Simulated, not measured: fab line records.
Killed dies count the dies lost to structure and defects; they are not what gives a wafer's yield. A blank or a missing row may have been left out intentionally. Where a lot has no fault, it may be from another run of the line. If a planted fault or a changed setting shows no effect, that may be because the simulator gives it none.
Comparing a struck lot with a sound one + flow n5-finfet + 35 out of 1938 route steps
Sound: these wafers, L746.1, L746.3, L746.5. Struck: wafer L738.6. (L738.3, L738.4 of the same lot were not struck and are left out.) The cause comes at the end.
Order at every step that has rows: each side's tool, ch and its chambers, its first start. Under that, the readings that differ: sound wafers + struck wafers + difference of the means + sigmas: that difference in standard deviations of wafers without a fault.
alike: a reading whose means differ by less than 2 such deviations, as well as words and numbers matching on both sides. not compared: withheld readings; readings where some wafer has no value; bounds like >300 that might hide an equal value; numbers whose values overlap and for which the record gives no deviation.
Wherever a step has rows on one side only, a row that says differs or no value, or a row with sigmas, the two part there. Numbers that don't overlap but have no deviation are shown without sigmas and don't part them. A reading that every wafer of one side lacks parts them only if that side has two wafers or more.

first, 9 steps without rows for these wafers: N5_BEOL_M14_SOFTBAKE_23 (time 60 s); N5_BEOL_M14_EXPOSE_25 (exposes mask M14, target cd 280 nm); N5_BEOL_M14_PEB_26 (peb time 90 s); N5_BEOL_M14_DEVELOP_27 (develop time 45 s); N5_BEOL_M14_HARDBAKE_32 (time 120 s); N5_BEOL_M14_DESCUM_33 (chemistry O2, time 7.9 s); N5_BEOL_M14_ETCH_67 (etches SiARC in CF4, target depth 143 nm, time 238.3 s); N5_BEOL_M14_ETCH_68 (etches SOC in N2/H2, time 450 s); N5_BEOL_M14_STRIP_69 (strips in N2/H2).
N5_BEOL_M14_TRENCH_ETCH_34: etches SiO2 in C4F8/O2/Ar, target depth 556.65 nm, time 126.9 s.
  sound on rie-diel-04 ch 2,3, day 18 16:38; struck on rie-diel-05 ch 3, day 16 04:37
  alike: drypump-motor-current-A, mfc-ar-sccm, oes_ar_750_au, oes-product-au, rf-vpp-V, showerhead-plenum-p-Torr, throttle-valve-pct
  not compared: rf-hours-counter-h
then, 24 steps without rows for these wafers: N5_BEOL_M14_STRIP_70 (strips in C4F8/O2/Ar); N5_BEOL_M14_STRIP_37 (strips in O2); N5_BEOL_M14_ETCH_38 (etches SiCN in CF4/N2, target depth 106.5 nm, time 120.6 s); N5_BEOL_M14_PRECLEAN_39 (cleans in residue remover, time 60 s); N5_BEOL_M14_SRD_40 (time 30 s, dry time 30 s); N5_BEOL_M14_DEGAS_41 (time 60 s); N5_BEOL_M14_PRE_CLEAN_42 (time 30 s); N5_BEOL_M14_SPUTTER_43 (material TaN, target thk 15 nm, time 24.19 s); N5_BEOL_M14_SPUTTER_44 (material Ta, target thk 15 nm, time 24.19 s); N5_BEOL_M14_SPUTTER_45 (material Cu, target thk 100 nm, time 16.67 s); N5_BEOL_M14_ECD_47 (material Cu, target thk 1248 nm); N5_BEOL_M14_ANNEAL_48 (time 90 s); N5_BEOL_M14_CMP_49 (polishes, stops on SiO2, t overpolish 5.2 s, target thk 560 nm); N5_BEOL_M14_PRE_CLEAN_52 (time 15 s); N5_BEOL_M14_DEP_53 (deposits SiCN from 3MS/NH3, target thk 50 nm, time 17.8 s); N5_BEOL_M15_ILD_DEP_00 (deposits SiO2 from TEOS/O2, target thk 1629.3 nm, time 346.1 s); N5_BEOL_M15_COAT_58 (time 60 s, resist thk 89 nm); N5_BEOL_M15_COAT_04 (resist thk 800 nm); N5_BEOL_M15_EBR_06; N5_BEOL_M15_SOFTBAKE_05 (time 60 s); N5_BEOL_M15_EXPOSE_07 (exposes mask V14); N5_BEOL_M15_PEB_08 (peb time 90 s); N5_BEOL_M15_DEVELOP_09 (develop time 45 s); N5_BEOL_M15_HARDBAKE_14 (time 120 s).
N5_PASSIVATION_PROBE_49:
  rows exist in the record for the struck wafers here (prober-01, day 17 06:37), but not for the sound ones

## WHERE THEY PART
N5_PASSIVATION_PROBE_49 only, going by this record.

WHY: the cause the simulator had injected
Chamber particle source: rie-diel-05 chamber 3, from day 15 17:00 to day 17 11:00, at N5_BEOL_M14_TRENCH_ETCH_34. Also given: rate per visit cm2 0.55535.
